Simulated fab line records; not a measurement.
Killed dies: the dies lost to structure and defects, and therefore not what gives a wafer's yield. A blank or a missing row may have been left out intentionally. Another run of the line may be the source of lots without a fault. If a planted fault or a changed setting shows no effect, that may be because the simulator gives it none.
2 desks, one fault -- flow nand-harc -- each desk has only its own numbers; what lay behind them comes last

TOOL OWNER'S DESK, pecvd-onon-01
The tool's own readings at NHARC_A_ONON_D2_DEP_22 (target thk 1000 nm): means of the sampled wafers that have a number, for each lot that ran on this tool. If a lot's mean is further than 4 standard deviations from the usual mean, the lot is out of limits and carries the mark OUT (the distance appears in the brackets).
Columns: A = n2o-flow-sccm at NHARC_A_ONON_D2_DEP_22, usual 1999 sccm; B = sih4-flow-sccm at NHARC_A_ONON_D2_DEP_22, usual 209.8 sccm
lot,first seen here,A,B
L427,day 12 20:38,1993,210.0
L430,day 14 10:50,1998,210.9
L431,day 15 04:37,1995,208.8
L436,day 17 12:00,2007,210.1
L438,day 17 18:26,2003,210.3
Result from this desk: across the 5 lots, nothing is out of limits.

FROM THE METROLOGY DESK
What the gauges read, lot by lot, whatever tool the lot ran on: means of the sampled wafers that have a number. If a lot's mean is further than 4 standard deviations from the usual mean, the lot is out of limits and carries the mark OUT (the distance appears in the brackets).
Columns: A = thk-nm at NHARC_A_ONON_D2_THK_MEAS_14, usual 998 nm; B = thk-nm at NHARC_A_ONON_D2_THK_MEAS_24, usual 1002 nm
lot,first seen here,A,B
L426,day 12 12:36,994,995
L427,day 12 12:44,993,992
L428,day 13 09:35,1006,1008
L430,day 14 02:19,997,996
L429,day 14 02:21,996,1009
L431,day 14 18:38,988,985
L435,day 15 20:48,1013,986
L436,day 17 03:41,1007,617 (-35) OUT
L438,day 17 10:19,985,629 (-34) OUT
L442,day 19 02:14,987,1009
L444,day 20 03:22,997,998
L445,day 20 10:53,992,989
L448,day 21 22:17,1009,1007
L449,day 22 01:05,1006,994
This desk's verdict: out of limits on L436, L438, starting with L436 at day 17 12:30 (thk-nm at NHARC_A_ONON_D2_THK_MEAS_24). L426, L427, L428, L430, L429, L431, L435, L442, L444, L445, L448, L449 stayed within limits.

ALL TOGETHER
Metrology desk: alarm possible at day 17 12:30 on L436, L438.
The desk of the tool owner found nothing out of limits.
Tool owner's desk: L436, L438 on record, inside its limits.
NHARC_A_ONON_D2_DEP_22 was run on pecvd-onon-01 by each of the lots named.

WHAT THE SIMULATOR HAD PUT IN
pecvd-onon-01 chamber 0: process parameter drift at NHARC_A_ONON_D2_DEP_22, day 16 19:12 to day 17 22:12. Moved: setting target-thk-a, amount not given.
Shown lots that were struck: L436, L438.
Delay in hours, fault start to first out-of-limits reading, per desk: metrology desk 17.
